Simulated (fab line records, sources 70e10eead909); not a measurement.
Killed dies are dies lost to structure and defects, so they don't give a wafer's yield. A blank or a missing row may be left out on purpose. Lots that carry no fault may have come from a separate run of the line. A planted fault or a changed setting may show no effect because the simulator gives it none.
A single fault, viewed from 3 desks || flow nandHarc || every desk sees just its own numbers, and what lay behind them comes last

## TOOL OWNER'S DESK, cmp-03
The tool's own readings at NHARC_P_M0_CMP_23 (polishes, t overpolish 20 s, target thk 117.54 nm): means of the sampled wafers that have a number, for each lot that ran on this tool. The brackets show how far a lot's mean lies from the usual mean; more than 4 standard deviations puts the lot out of limits, marked OUT.
Columns: A = edgeZonePressureFrac at NHARC_P_M0_CMP_23, usual 1.000; B = motorCurrentA at NHARC_P_M0_CMP_23, usual 12.0 A; C = timeToEndpointS at NHARC_P_M0_CMP_23, usual 29 s
{"lot": "L814", "first seen here": "day 6 08:47", "A": 1.002, "B": 12.4, "C": 28}
{"lot": "L816", "first seen here": "day 7 12:50", "A": 0.998, "B": 10.8, "C": 28}
{"lot": "L822", "first seen here": "day 9 20:41", "A": 1.000, "B": 11.7, "C": 28}
{"lot": "L823", "first seen here": "day 10 05:56", "A": 1.002, "B": 11.9, "C": "16 (-4.1) OUT"}
{"lot": "L826", "first seen here": "day 11 10:22", "A": 0.995, "B": 11.5, "C": "14 (-4.7) OUT"}
{"lot": "L834", "first seen here": "day 14 19:20", "A": 1.000, "B": 11.9, "C": 27}
This desk's finding: out of limits on L823, L826; first on L823, day 10 05:56 (timeToEndpointS at NHARC_P_M0_CMP_23). L814, L816, L822, L834: within limits.

## METROLOGY DESK
Lot by lot, what the gauges showed, no matter which tool ran the lot: averages of those sampled wafers that carry a number. The brackets show how far a lot's mean lies from the usual mean; more than 4 standard deviations puts the lot out of limits, marked OUT.
Columns: A = thkNm at NHARC_P_M0_THK_MEAS_24, usual 117.5 nm
{"lot": "L814", "first seen here": "day 6 09:04", "A": 115.7}
{"lot": "L813", "first seen here": "day 6 09:47", "A": 118.7}
{"lot": "L815", "first seen here": "day 6 23:40", "A": 116.6}
{"lot": "L816", "first seen here": "day 7 13:10", "A": 117.1}
{"lot": "L818", "first seen here": "day 8 08:55", "A": 116.7}
{"lot": "L819", "first seen here": "day 8 21:47", "A": 118.2}
{"lot": "L820", "first seen here": "day 9 06:24", "A": 116.6}
{"lot": "L822", "first seen here": "day 9 20:59", "A": 117.5}
{"lot": "L823", "first seen here": "day 10 06:16", "A": "109.8 (-4.8) OUT"}
{"lot": "L826", "first seen here": "day 11 10:38", "A": 112.0}
{"lot": "L834", "first seen here": "day 14 19:40", "A": 114.6}
{"lot": "L833", "first seen here": "day 14 19:50", "A": 117.6}
{"lot": "L835", "first seen here": "day 15 05:25", "A": 116.6}
{"lot": "L836", "first seen here": "day 15 14:10", "A": 118.2}
This desk's finding: out of limits on L823; first on L823, day 10 06:16 (thkNm at NHARC_P_M0_THK_MEAS_24). L814, L813, L815, L816, L818, L819, L820, L822, L826, L834, L833, L835, L836: within limits.

## THE DEFECT DESK
Per lot, the means of the sampled wafers with a number show what the inspections along the route counted. The brackets show how far a lot's mean lies from the usual mean; more than 4 standard deviations puts the lot out of limits, marked OUT.
Columns: A = rawDefectCount at NHARC_P_M0_INSPECT_11, usual 5
{"lot": "L814", "first seen here": "day 6 06:41", "A": 7}
{"lot": "L813", "first seen here": "day 6 07:25", "A": 2}
{"lot": "L815", "first seen here": "day 6 21:08", "A": 3}
{"lot": "L816", "first seen here": "day 7 10:43", "A": 3}
{"lot": "L818", "first seen here": "day 8 06:26", "A": 4}
{"lot": "L819", "first seen here": "day 8 19:21", "A": 8}
{"lot": "L820", "first seen here": "day 9 04:01", "A": 4}
{"lot": "L822", "first seen here": "day 9 18:30", "A": 5}
{"lot": "L823", "first seen here": "day 10 03:40", "A": 4}
{"lot": "L826", "first seen here": "day 11 07:57", "A": 2}
{"lot": "L834", "first seen here": "day 14 17:11", "A": 4}
{"lot": "L833", "first seen here": "day 14 17:27", "A": 5}
{"lot": "L835", "first seen here": "day 15 02:17", "A": 16}
{"lot": "L836", "first seen here": "day 15 11:47", "A": 3}
Result from this desk: across the 14 lots, nothing is out of limits.

## PUT TOGETHER
An alarm could have come from the tool owner's desk at day 10 05:56, on L823, L826.
L823 would have let the metrology desk raise an alarm at day 10 06:16.
The defect desk saw nothing out of limits.
The metrology desk holds a record of L826, inside its limits.
The defect desk has L823, L826 on record, within its limits.
On cmp-03, each named lot ran NHARC_P_M0_CMP_23.

## WHAT THE SIMULATOR PUT IN
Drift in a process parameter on cmp-03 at NHARC_P_M0_CMP_23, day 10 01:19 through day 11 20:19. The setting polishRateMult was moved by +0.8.
Struck lots among those shown: L823, L826.
Counting hours from when the fault started, the first reading out of limits came at 5 for the tool owner's desk and at 5 for the metrology desk.
